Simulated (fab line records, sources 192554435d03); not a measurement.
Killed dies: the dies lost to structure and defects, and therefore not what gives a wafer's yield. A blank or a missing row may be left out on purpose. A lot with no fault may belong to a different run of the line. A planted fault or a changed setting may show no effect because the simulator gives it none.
fab line records ; flow n5_finfet
record lots=6; wafers=17; last_day=17
route steps=1938 shown SD_ACTIVATION@331 ILD0@335 PASSIVATION@1936
lots that met no fault: taken from a fault-free run of the same line
start_h: the number of hours between the record's first day and the start of the first shown wafer of the lot ; wait_h: hours since the lot's step before ; " identical to the entry in the row above ; L1.1+2: a single row standing in for several wafers ; - no value, or no start given ; * or withheld: withheld ; < > ~ a bound
route shown NAME@n: names a module that has steps shown in the file, with the first one's number in the route ; usual: mean/standard deviation of fault-free wafers ; same: alike in all rows ; chamber/n: place in a boat ; sites: per-site readings ; _std_site: the values' standard deviation ; _edge_site: outer sites' mean less inner sites' ; radius_mm: for every site, how far away it sits from the centre of the wafer ; mask NAME#n: copy n ; behind: the last tool/chamber to shape the wafer ; hold: the reason the lot was held/the length of the hold in hours/how it ended ; device: the transistor (n, p or np) that didn't switch ; end of line: tests run on the same wafers once the route is complete ; a step without rows: its recipe alone ; killed: not the wafer's yield, but the dies lost to structure and defects at the first sort ; map: dies across one wafer; x = killed, . = not, _ = none there
set.NAME: setting as actually run; set.NAME@STEP: the setting as run at that earlier step ; model.NAME: the simulator's own value behind a step, which no gauge read
lots seen at some steps along the route; tables by step, rows by wafer
services: when a tool's chamber went out of use (start_h, in hours from the record's first day, below 0 if earlier), for how many hours, and the reason
## steps
# step N5_SD_ACTIVATION_LSA_01
# recipe temp_c=1080; time_s=0.0008; ambient=N2
# usual wafer_temp_C_max=1085.1/1.1
lot.wafer;tool;chamber;start_h;wait_h;wafer_temp_C_max
L589.2;laser_anneal-02;0;64.56;0.2;1084.2
L589.3;laser_anneal-02;0;64.56;0.2;1084.6
L589.5;laser_anneal-02;0;64.56;0.2;1086.0
L593.4;laser_anneal-01;0;89.02;0.2;1086.0
L593.5;laser_anneal-01;0;89.02;0.2;1086.1
L593.6;laser_anneal-01;0;89.02;0.2;1085.3
L596.3;laser_anneal-02;0;115.46;0.2;1084.0
L596.4;laser_anneal-02;0;115.46;0.2;1084.9
L602.3;laser_anneal-01;0;141.06;0.2;1085.7
L602.4;laser_anneal-01;0;141.06;0.2;1086.0
L602.6;laser_anneal-01;0;141.06;0.2;1086.9
L603.2;laser_anneal-01;0;149.35;0.3;1083.4
L603.3;laser_anneal-01;0;149.35;0.3;1087.5
L603.5;laser_anneal-01;0;149.35;0.3;1085.5
L606.2;laser_anneal-02;0;168.14;0.2;1084.0
L606.3;laser_anneal-02;0;168.14;0.2;1083.8
L606.5;laser_anneal-02;0;168.14;0.2;1085.3
# step N5_SD_ACTIVATION_INSPECT_02
# recipe inspect_instrument=darkfield; mode=post_anneal
# usual raw_defect_count=174/34
lot.wafer;tool;chamber;start_h;wait_h;raw_defect_count
L589.2;defect_inspect-01;-;65.07;0.1;148
L589.3;defect_inspect-01;-;65.07;0.1;95
L589.5;defect_inspect-01;-;65.07;0.1;120
L593.4;defect_inspect-02;-;89.46;0.1;204
L593.5;defect_inspect-02;-;89.46;0.1;210
L593.6;defect_inspect-02;-;89.46;0.1;283
L596.3;defect_inspect-02;-;115.93;0.1;191
L596.4;defect_inspect-02;-;115.93;0.1;174
L602.3;defect_inspect-02;-;141.53;0.1;218
L602.4;defect_inspect-02;-;141.53;0.1;171
L602.6;defect_inspect-02;-;141.53;0.1;217
L603.2;defect_inspect-01;-;149.86;0.1;288
L603.3;defect_inspect-01;-;149.86;0.1;182
L603.5;defect_inspect-01;-;149.86;0.1;184
L606.2;defect_inspect-02;-;168.64;0.1;131
L606.3;defect_inspect-02;-;168.64;0.1;187
L606.5;defect_inspect-02;-;168.64;0.1;180
# step N5_ILD0_LINER_00
# recipe material=SiNx; target_thk_a=40; temp_c=400; ald_precursor_family=SiH2I2; ald_co_reactant=N2/H2-plasma; pulse_time_s=1; purge_time_s=2; co_reactant_purge_time_s=2; ald_cycles=80; pressure_torr=2
# usual heater_power_outer_w=515/60; heater_power_w=851/75; precursor_pulse_height_rel=0.999/0.02; susceptor_temp_C=399.97/0.23
lot.wafer;tool;chamber;start_h;wait_h;heater_power_outer_w;heater_power_w;precursor_pulse_height_rel;susceptor_temp_C
L589.2;ald_sin-04;2;65.27;0.2;418;765;0.997;399.64
L589.3;ald_sin-04;3;65.27;0.2;534;891;1.009;399.80
L589.5;ald_sin-04;0;65.27;0.2;525;866;1.006;399.50
L593.4;ald_sin-03;0;89.70;0.2;551;898;0.988;400.04
L593.5;ald_sin-03;1;89.70;0.2;612;957;1.020;399.97
L593.6;ald_sin-03;0;89.70;0.2;546;907;1.013;400.08
L596.3;ald_sin-02;3;115.96;0.0;565;913;0.992;399.91
L596.4;ald_sin-02;0;115.96;0.0;551;903;1.010;399.86
L602.3;ald_sin-02;3;141.57;0.0;596;893;1.004;399.87
L602.4;ald_sin-02;0;141.57;0.0;553;879;1.014;400.26
L602.6;ald_sin-02;0;141.57;0.0;549;913;1.007;399.79
L603.2;ald_sin-04;0;149.90;0.0;573;889;1.024;399.67
L603.3;ald_sin-04;1;149.90;0.0;506;842;0.994;399.97
L603.5;ald_sin-04;1;149.90;0.0;517;830;1.007;399.90
L606.2;ald_sin-03;0;168.67;0.0;544;912;0.988;400.04
L606.3;ald_sin-03;2;168.67;0.0;454;718;0.987;399.94
L606.5;ald_sin-03;1;168.67;0.0;601;943;0.993;399.89
# step N5_ILD0_FCVD_FILL_01
# recipe material=SiO2_flowable; target_thk_a=2000; temp_c=100; pressure_torr=0.8; rf_w=2000; time_s=328.3
# step N5_ILD0_CURE_02
# recipe temp_c=450; time_s=1800; ambient=steam; idle_temp_c=400; ramp_up_c_per_min=5; ramp_down_c_per_min=3; densification_p_h2o_torr=640
# step N5_ILD0_CMP_03
# recipe stop_on=SiNx; t_overpolish_s=1.9; post_cmp_clean=alkaline_brush; down_force_psi=4.1491; platen_rpm=51.796; pad_velocity_m_s=1.0306; target_thk_nm=197.38
# usual motor_current_A=12.7/1.3; overpolish_run_s=1.901/0.0094; pad_life_wafers=1174/550; platen_rpm=51.79/0.035; time_to_endpoint_s=73/7.4
lot.wafer;tool;chamber;start_h;wait_h;motor_current_A;overpolish_run_s;pad_life_wafers;platen_rpm;time_to_endpoint_s
L589.3;cmp-04;1;67.77;0.2;14.6;1.912;948;51.75;69
L589.2;cmp-04;2;67.77;0.2;10.2;1.894;949;51.76;67
L589.5;cmp-04;1;67.77;0.2;14.0;1.909;-;51.73;70
L593.4;cmp-03;0;92.06;0.0;12.1;1.898;1620;51.84;70
L593.5;cmp-03;0;92.06;0.0;12.1;1.896;-;51.83;70
L593.6;cmp-03;1;92.06;0.0;14.8;1.901;-;51.81;68
L596.4;cmp-03;2;118.36;0.1;12.8;1.893;1837;51.81;71
L596.3;cmp-03;0;118.36;0.1;11.7;1.899;1839;51.77;67
L602.4;cmp-02;1;144.01;0.1;13.5;1.892;1172;51.86;67
L602.3;cmp-02;2;144.01;0.1;12.6;1.900;1173;51.78;76
L602.6;cmp-02;3;144.01;0.1;11.0;1.893;-;51.78;72
L603.2;cmp-04;3;152.35;0.1;12.4;1.901;1560;51.80;79
L603.3;cmp-04;1;152.35;0.1;14.3;1.897;1562;51.79;73
L603.5;cmp-04;0;152.35;0.1;12.6;1.908;-;51.70;93
L606.3;cmp-03;2;171.10;0.1;11.7;1.900;67;51.80;66
L606.2;cmp-03;3;171.10;0.1;12.5;1.915;68;51.79;66
L606.5;cmp-03;2;171.10;0.1;11.7;1.893;-;51.77;65
# step N5_ILD0_THK_MEAS_04
# usual thk_nm=197.5/1.6
lot.wafer;tool;chamber;start_h;wait_h;thk_nm
L589.2;film_metro-01;-;68.06;-;196.3
L589.3;film_metro-01;-;68.06;-;196.2
L589.5;film_metro-01;-;68.06;-;198.9
L593.4;film_metro-02;-;92.36;-;199.3
L593.5;film_metro-02;-;92.36;-;198.5
L593.6;film_metro-02;-;92.36;-;196.2
L596.3;film_metro-02;-;118.62;-;196.9
L596.4;film_metro-02;-;118.62;-;196.6
L602.3;film_metro-01;-;144.23;-;195.4
L602.4;film_metro-01;-;144.23;-;196.6
L602.6;film_metro-01;-;144.23;-;194.2
L603.2;film_metro-01;-;152.64;-;197.0
L603.3;film_metro-01;-;152.64;-;197.6
L603.5;film_metro-01;-;152.64;-;202.1
L606.2;film_metro-01;-;171.36;-;197.7
L606.3;film_metro-01;-;171.36;-;197.5
L606.5;film_metro-01;-;171.36;-;197.7
# step N5_ILD0_CMP_07
# recipe stop_on=poly-Si; material=SiO2_flowable; t_overpolish_s=1.18; post_cmp_clean=alkaline_brush; down_force_psi=4.1491; platen_rpm=51.796; pad_velocity_m_s=1.0306; target_thk_nm=138.88
# usual motor_current_A=12.6/1.3; pad_life_wafers=1296/540; platen_rpm=51.80/0.033
lot.wafer;tool;chamber;start_h;wait_h;motor_current_A;pad_life_wafers;platen_rpm
L589.2;cmp-03;0;68.12;0.1;11.8;1410;51.72
L589.3;cmp-03;1;68.12;0.1;15.0;1411;51.84
L589.5;cmp-03;0;68.12;0.1;12.1;-;51.73
L593.4;cmp-04;3;92.38;0.0;12.5;1146;51.73
L593.6;cmp-04;3;92.38;0.0;12.8;-;51.74
L593.5;cmp-04;0;92.38;0.0;12.2;-;51.77
L596.4;cmp-02;1;118.69;0.1;13.6;991;51.80
L596.3;cmp-02;3;118.69;0.1;11.5;993;51.80
L602.4;cmp-03;3;144.30;0.1;12.3;2029;51.79
L602.3;cmp-03;1;144.30;0.1;15.2;2031;51.82
L602.6;cmp-03;2;144.30;0.1;13.0;-;51.85
L603.2;cmp-02;0;152.71;0.1;14.0;1279;51.77
L603.3;cmp-02;1;152.71;0.1;13.1;1280;51.78
L603.5;cmp-02;0;152.71;0.1;13.8;-;51.78
L606.3;cmp-04;2;171.39;0.0;10.7;1704;51.81
L606.2;cmp-04;3;171.39;0.0;12.6;1705;51.83
L606.5;cmp-04;2;171.39;0.0;10.4;-;51.85
# step N5_ILD0_THK_MEAS_08
# usual thk_nm=138.8/1.7
lot.wafer;tool;chamber;start_h;wait_h;thk_nm
L589.2;film_metro-02;-;68.42;-;135.9
L589.3;film_metro-02;-;68.42;-;137.1
L589.5;film_metro-02;-;68.42;-;136.5
L593.4;film_metro-02;-;92.68;-;138.7
L593.5;film_metro-02;-;92.68;-;143.7
L593.6;film_metro-02;-;92.68;-;137.9
L596.3;film_metro-01;-;118.94;-;138.6
L596.4;film_metro-01;-;118.94;-;136.4
L602.3;film_metro-01;-;144.55;-;137.8
L602.4;film_metro-01;-;144.55;-;137.5
L602.6;film_metro-01;-;144.55;-;137.7
L603.2;film_metro-01;-;152.97;-;139.0
L603.3;film_metro-01;-;152.97;-;137.7
L603.5;film_metro-01;-;152.97;-;138.3
L606.2;film_metro-01;-;171.68;-;137.8
L606.3;film_metro-01;-;171.68;-;138.4
L606.5;film_metro-01;-;171.68;-;138.5
# step N5_ILD0_PRECLEAN_10
# recipe chemistry=NF3:NH3; afs_cycles=5; time_s=20; temp_c=30; sublimation_temp_c=180; sublimation_time_s=60; pressure_torr=3; rf_power_w=30
# step N5_ILD0_ALD_15
# recipe material=SiNx; target_thk_a=240; temp_c=400; ald_precursor_family=SiH2I2; ald_co_reactant=N2/H2-plasma; pulse_time_s=1; ald_cycles=480; purge_time_s=2; co_reactant_purge_time_s=2; pressure_torr=2
# usual ald_cycles=480/0; heater_power_outer_w=523/57; heater_power_w=857/71; precursor_pulse_height_rel=1.000/0.018; susceptor_temp_C=400.02/0.24
lot.wafer;tool;chamber;start_h;wait_h;ald_cycles;heater_power_outer_w;heater_power_w;precursor_pulse_height_rel;susceptor_temp_C;model.SiNx_of_ILD0_ALD_15.thk_nm
L589.2;ald_sin-04;1;69.13;0.5;480;518;869;1.045;399.45;23.6
L589.3;ald_sin-04;3;69.13;0.5;480;525;894;0.967;400.15;24
L589.5;ald_sin-04;1;70.22;1.2;480;508;844;0.996;399.63;23.6
L593.4;ald_sin-02;3;93.40;0.2;480;595;922;0.950;400.28;24.2
L593.5;ald_sin-02;0;94.48;1.2;480;573;893;1.035;400.16;24
L593.6;ald_sin-02;1;94.48;1.2;480;462;741;0.997;400.02;24
L596.3;ald_sin-04;1;119.66;0.4;224;507;834;1.007;399.82;11.2
L596.4;ald_sin-04;2;119.66;0.4;224;384;683;1.037;399.70;11.4
L602.3;ald_sin-04;1;145.27;0.4;224;507;851;0.996;399.90;11
L602.4;ald_sin-04;2;145.27;0.4;224;382;705;1.023;399.99;11.2
L602.6;ald_sin-04;3;146.36;1.1;480;526;857;1.032;399.89;24
L603.2;ald_sin-02;1;153.71;0.5;480;464;766;1.000;400.11;24
L603.3;ald_sin-02;3;153.71;0.5;480;598;908;1.010;400.01;24
L603.5;ald_sin-02;2;154.79;1.2;480;474;859;0.997;399.96;23.8
L606.2;ald_sin-02;0;173.05;0.9;480;569;930;0.998;400.23;24.2
L606.3;ald_sin-02;2;173.05;0.9;480;492;891;1.009;400.06;23.8
L606.5;ald_sin-02;2;174.14;1.4;480;475;855;0.993;400.19;23.8
# step N5_ILD0_CMP_12
# recipe stop_on=poly-Si; material=SiNx; t_overpolish_s=6; post_cmp_clean=alkaline_brush; down_force_psi=2.5; platen_rpm=51.8; pad_velocity_m_s=1.0307; target_thk_nm=17.67
# usual motor_current_A=9.3/1; pad_life_wafers=1252/620; platen_rpm=51.81/0.033; time_to_endpoint_s=28/4
lot.wafer;tool;chamber;start_h;wait_h;motor_current_A;pad_life_wafers;platen_rpm;time_to_endpoint_s;model.SiNx_of_ILD0_ALD_15.thk_nm
L589.3;cmp-04;3;71.34;1.1;9.3;960;51.76;28;16.8
L589.2;cmp-04;1;71.34;1.1;10.2;962;51.77;25;15.8
L589.5;cmp-04;0;71.34;1.1;9.2;-;51.78;34;19.8
L593.4;cmp-02;3;95.60;1.1;8.2;810;51.80;32;18
L593.6;cmp-02;3;95.60;1.1;8.2;-;51.82;32;18.4
L593.5;cmp-02;0;95.60;1.1;10.4;-;51.82;27;18.2
L596.3;cmp-02;1;121.86;1.1;9.3;1014;51.79;11;11.2
L596.4;cmp-02;3;121.86;1.1;8.4;1016;51.80;17;11.4
L602.4;cmp-03;3;147.51;1.2;8.9;2071;51.84;9;11.2
L602.3;cmp-03;0;147.51;1.2;8.4;2072;51.77;7;11
L602.6;cmp-03;3;147.51;1.2;9.1;-;51.78;26;16.8
L603.3;cmp-02;1;155.95;1.2;9.4;1315;51.76;21;16
L603.2;cmp-02;3;155.95;1.2;8.5;1317;51.82;29;18.4
L603.5;cmp-02;1;155.95;1.2;9.6;-;51.80;24;16
L606.3;cmp-04;2;175.29;1.2;7.7;1735;51.79;22;16.2
L606.2;cmp-04;0;175.29;1.2;9.6;1737;51.78;33;21.2
L606.5;cmp-04;2;175.29;1.2;7.7;-;51.81;21;16.4
# step N5_ILD0_THK_MEAS_13
# usual thk_nm=17.7/1.5
lot.wafer;tool;chamber;start_h;wait_h;thk_nm
L589.2;film_metro-01;-;71.63;-;15.9
L589.3;film_metro-01;-;71.63;-;16.7
L589.5;film_metro-01;-;71.63;-;19.8
L593.4;film_metro-02;-;95.89;-;18.0
L593.5;film_metro-02;-;95.89;-;18.2
L593.6;film_metro-02;-;95.89;-;18.3
L596.3;film_metro-01;-;122.16;-;11.2
L596.4;film_metro-01;-;122.16;-;11.3
L602.3;film_metro-02;-;147.77;-;11.0
L602.4;film_metro-02;-;147.77;-;11.3
L602.6;film_metro-02;-;147.77;-;16.8
L603.2;film_metro-02;-;156.21;-;18.4
L603.3;film_metro-02;-;156.21;-;16.0
L603.5;film_metro-02;-;156.21;-;16.0
L606.2;film_metro-02;-;175.55;-;21.2
L606.3;film_metro-02;-;175.55;-;16.1
L606.5;film_metro-02;-;175.55;-;16.4
# step N5_ILD0_INSPECT_06
# recipe inspect_instrument=darkfield; mode=post_cmp
# usual raw_defect_count=37/14
lot.wafer;tool;chamber;start_h;wait_h;raw_defect_count
L589.2;defect_inspect-02;-;71.66;0.0;50
L589.3;defect_inspect-02;-;71.66;0.0;22
L589.5;defect_inspect-02;-;71.66;0.0;53
L593.4;defect_inspect-02;-;95.92;0.0;41
L593.5;defect_inspect-02;-;95.92;0.0;44
L593.6;defect_inspect-02;-;95.92;0.0;23
L596.3;defect_inspect-02;-;122.18;0.0;27
L596.4;defect_inspect-02;-;122.18;0.0;26
L602.3;defect_inspect-01;-;147.79;0.0;58
L602.4;defect_inspect-01;-;147.79;0.0;44
L602.6;defect_inspect-01;-;147.79;0.0;74
L603.2;defect_inspect-01;-;156.23;0.0;26
L603.3;defect_inspect-01;-;156.23;0.0;24
L603.5;defect_inspect-01;-;156.23;0.0;39
L606.2;defect_inspect-01;-;175.58;0.0;27
L606.3;defect_inspect-01;-;175.58;0.0;34
L606.5;defect_inspect-01;-;175.58;0.0;34
# step N5_PASSIVATION_PROBE_49
# usual killed_at_M0_to_M3=33/9.9; killed_at_M4_up=15/5.6; killed_at_contacts=13/5.7; killed_at_front_end=38/12; killed_at_other=4/3.1; killed_dies=103/17; killed_open=66/13; killed_short=32/7.8
# same gross_dies=1180; killed_at_back_side=0
lot.wafer;tool;chamber;start_h;wait_h;killed_at_M0_to_M3;killed_at_M4_up;killed_at_contacts;killed_at_front_end;killed_at_other;killed_dies;killed_open;killed_short
L596.3;prober-01;-;335.28;0.1;30;23;10;37;7;107;68;36
L596.4;prober-01;-;335.33;0.2;33;8;10;40;4;95;50;44
L602.3;prober-01;-;350.44;0.1;36;9;25;20;0;90;60;26
L602.4;prober-01;-;350.49;0.2;48;10;13;21;0;92;61;28
L602.6;prober-01;-;350.59;0.3;36;10;25;21;9;101;60;38
L606.2;prober-01;-;396.75;0.1;27;6;13;33;5;84;51;28
L606.3;prober-01;-;396.80;0.1;44;18;14;29;6;111;70;38
L606.5;prober-01;-;396.90;0.2;43;7;18;38;12;118;73;37
# killed by level:class
L596.3 BEOL_M4:geometric_particle:open=13 FIN_SAQP:geometric_particle:short=10 FIN_SAQP:geometric_particle:open=8 BEOL_M0_SAQP:geometric_particle:open=8 MOL_CONTACT_COAG:geometric_particle:open=7 STI_FIN_REVEAL:geometric_particle:open=6 BEOL_M0_SAQP:geometric_particle:short=5 BEOL_M1:geometric_particle:open=5
L596.4 BEOL_M1:geometric_particle:open=11 GATE_CUT:geometric_particle:short=9 FIN_SAQP:geometric_particle:short=8 BEOL_M0_SAQP:geometric_particle:short=8 MOL_CONTACT_COAG:geometric_particle:open=7 BEOL_M3:geometric_particle:open=7 STI_FIN_REVEAL:geometric_particle:open=6 STARTING-WAFER:geometric_particle:short=5
L602.3 MOL_CONTACT_COAG:geometric_particle:open=21 BEOL_M0_SAQP:geometric_particle:open=9 BEOL_M2:geometric_particle:open=7 BEOL_M0_SAQP:geometric_particle:short=5 BEOL_M1:geometric_particle:short=5 FIN_SAQP:geometric_particle:short=4 DUMMY_GATE:geometric_particle:open=4 FIN_SAQP:geometric_particle:open=3
L602.4 MOL_CONTACT_COAG:geometric_particle:open=12 BEOL_M3:geometric_particle:open=10 BEOL_M0_SAQP:geometric_particle:short=9 BEOL_M0_SAQP:geometric_particle:open=8 BEOL_M2:geometric_particle:open=6 BEOL_M1:geometric_particle:short=5 FIN_SAQP:geometric_particle:open=4 STI_FIN_REVEAL:geometric_particle:open=4
L602.6 MOL_CONTACT_COAG:geometric_particle:open=19 BEOL_M0_SAQP:geometric_particle:short=11 BEOL_M2:geometric_particle:open=7 FIN_SAQP:geometric_particle:short=6 BEOL_M3:geometric_particle:open=6 BEOL_M0_SAQP:geometric_particle:open=5 PAD_METAL:geometric_particle:short=5 FIN_SAQP:geometric_particle:open=4
L606.2 MOL_CONTACT_COAG:geometric_particle:open=11 BEOL_M1:geometric_particle:open=10 STI_FIN_REVEAL:geometric_particle:open=6 GATE_CUT:geometric_particle:short=6 BEOL_M3:geometric_particle:open=6 FIN_SAQP:geometric_particle:open=5 DUMMY_GATE:geometric_particle:short=5 BEOL_M0_SAQP:geometric_particle:short=4
L606.3 BEOL_M0_SAQP:geometric_particle:short=14 MOL_CONTACT_COAG:geometric_particle:open=12 BEOL_M0_SAQP:geometric_particle:open=11 BEOL_M2:geometric_particle:open=8 BEOL_M4:geometric_particle:open=6 STI_FIN_REVEAL:geometric_particle:open=4 DUMMY_GATE:geometric_particle:open=4 BEOL_M2:geometric_particle:short=4
L606.5 MOL_CONTACT_COAG:geometric_particle:open=16 BEOL_M1:geometric_particle:open=10 BEOL_M0_SAQP:geometric_particle:open=8 BEOL_M0_SAQP:geometric_particle:short=7 FIN_SAQP:geometric_particle:open=6 STI_FIN_REVEAL:geometric_particle:open=6 BEOL_M1:geometric_particle:short=6 BEOL_M2:geometric_particle:open=5
## services
tool;chamber;start_h;hours;kind
cmp-04;-;44.06;3.6;repair
cmp-02;-;63.24;5.5;pm
cmp-03;-;76.25;1.8;repair
cmp-02;-;79.05;0.7;repair
laser_anneal-01;-;80.76;3.6;pm
ald_sin-04;-;87.26;14.0;pm
ald_sin-04;0;87.26;14.0;vent_cycle
ald_sin-04;1;87.26;14.0;vent_cycle
ald_sin-04;2;87.26;14.0;vent_cycle
ald_sin-04;3;87.26;14.0;vent_cycle
ald_sin-03;-;95.80;0.5;repair
cmp-02;-;96.29;1.2;repair
cmp-04;-;97.14;1.4;repair
ald_sin-04;0;101.26;-;clean
ald_sin-04;1;101.26;-;clean
ald_sin-04;2;101.26;-;clean
ald_sin-04;3;101.26;-;clean
ald_sin-03;3;142.01;13.5;repair
cmp-04;-;143.74;5.2;repair
cmp-03;-;148.19;4.0;pm
## key
first_sign step=N5_ILD0_ALD_15; reading=ald_cycles; direction=down; sigmas=99+; usual=*; struck=*
effect step=N5_ILD0_CMP_12; reading=time_to_endpoint_s; direction=down; sigmas=4.3; usual=*; struck=*
effect step=N5_ILD0_THK_MEAS_13; reading=thk_nm; direction=down; sigmas=4.4; usual=*; struck=*
model_effect step=N5_ILD0_ALD_15; value=SiNx_of_ILD0_ALD_15.thk_nm; without=24; struck=11.2
model_effect step=N5_ILD0_CMP_12; value=SiNx_of_ILD0_ALD_15.thk_nm; without=17.05; struck=11.2
met_at N5_ILD0_ALD_15
struck_wafers L596.3,L596.4,L602.3,L602.4
tester_left_out L596,L602
onset_between 69.13 119.66
fault kind=process_parameter_drift; tool=ald_sin-04; chamber=-; onset_h=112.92; steps=N5_ILD0_ALD_15; channel=ald_cycles; offset=*; shape=step; end_h=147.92; scope=struck_wafers_only; acts_in=*; stated=*
# tester_left_out: of these lots the tester's yield and bins aren't shown, on N5 and GAA mostly nor the transistor test; their killed dies are dies lost to structure and defects alone, not to doping, threshold or leakage, so they don't give the yield
